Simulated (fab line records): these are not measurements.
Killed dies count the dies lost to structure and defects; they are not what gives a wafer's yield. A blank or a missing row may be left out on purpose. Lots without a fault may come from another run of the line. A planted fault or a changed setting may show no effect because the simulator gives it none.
A struck lot beside a sound one	flow nand-harc	18 out of 1302 route steps
Sound: the wafers L831.1, L831.3, L831.4. Wafers L837.3, L837.4, L837.5 were the ones struck. At the end, the cause is stated.
For every step that has rows: the tool of each side, followed by ch and its chambers, followed by its first start. Under that, the readings that differ: sound wafers	struck wafers	difference of the means	sigmas: that difference in standard deviations of wafers without a fault.
alike: a reading whose means differ by less than 2 such deviations, as well as words and numbers matching on both sides. not compared: withheld readings; readings where some wafer has no value; bounds like >300 that might hide an equal value; numbers whose values overlap and for which the record gives no deviation.
A row with sigmas, a row that says differs or no value, or rows on one side alone: a step with any of these is where the two part. Numbers that have no deviation but don't overlap get no sigmas and don't part them. Lack of a reading on every wafer of one side parts them only where that side has two or more wafers.

NHARC_P_GATE_CD_MEAS_46: target cd 720 nm.
  sound on cd-sem-01 ch 0, day 5 22:04; struck on cd-sem-01 ch 0, day 8 12:47
  alike: cd-nm
then, 1 step without rows for these wafers: NHARC_P_GATE_HARDBAKE_47 (time 80 s).
NHARC_P_GATE_DESCUM_48: chemistry O2, time 3 s.
  sound on rie-diel-05 ch 0,2,3, day 5 22:13; struck on rie-diel-05 ch 0,2, day 8 12:56
  alike: drypump-motor-current-A, o2-flow-sccm, oes-product-au, rf-vpp-V, showerhead-plenum-p-Torr, throttle-valve-pct
  not compared: rf-hours-counter-h
after that, 1 step had no rows for these wafers: NHARC_P_GATE_IMPLANT_49.
NHARC_P_GATE_STRIP_111: strips in N2/H2, time 250 s.
  sound on plasma-asher-02 ch 0,1, day 5 22:38; struck on plasma-asher-01 ch 0,1, day 8 13:25
  alike: drypump-motor-current-A, heater-power-w, temp-c
  not compared: rf-hours-counter-h
NHARC_P_GATE_STRIP_75: strips in O2.
  sound on plasma-asher-02 ch 0,1, day 5 22:54; struck on plasma-asher-01 ch 0,1, day 8 13:38
  alike: drypump-motor-current-A, heater-power-w, temp-c
  not compared: rf-hours-counter-h
then, 6 steps without rows for these wafers: NHARC_P_GATE_STRIP_50 (strips in SPM, time 900 s); NHARC_P_GATE_DEHYDRATE_51 (time 120 s); NHARC_P_GATE_HMDS_52 (time 30 s); NHARC_P_GATE_COAT_53; NHARC_P_GATE_SOFTBAKE_54 (time 95 s); NHARC_P_GATE_EBR_55.
NHARC_P_GATE_EXPOSE_56: exposes mask P PSD, target cd 720 nm.
  sound on krf-scanner-04 ch 0, day 5 23:40; struck on krf-scanner-01 ch 0, day 8 14:16
reading	sound	struck	difference	sigmas
mask	P_PSD#0 P_PSD#0 P_PSD#0	P_PSD_R1#0 P_PSD_R1#0 P_PSD_R1#0	differs	
then, 2 steps without rows for these wafers: NHARC_P_GATE_PEB_57 (peb time 85 s); NHARC_P_GATE_DEVELOP_58 (time 70 s).
NHARC_P_GATE_CD_MEAS_59: target cd 720 nm.
  sound on cd-sem-03 ch 0, day 5 23:49; struck on cd-sem-01 ch 0, day 8 14:25
reading	sound	struck	difference	sigmas
cd-nm (nm)	721.2 719.7 718.9	709.9 712.0 708.3	-9.9	-4
then, 2 steps without rows for these wafers: NHARC_P_GATE_HARDBAKE_60 (time 80 s); NHARC_END_SORT_01.

== WHERE THEY PART ==
First at NHARC_P_GATE_EXPOSE_56; last, within this record, at NHARC_P_GATE_CD_MEAS_59.

WHY: whatever the simulator had introduced
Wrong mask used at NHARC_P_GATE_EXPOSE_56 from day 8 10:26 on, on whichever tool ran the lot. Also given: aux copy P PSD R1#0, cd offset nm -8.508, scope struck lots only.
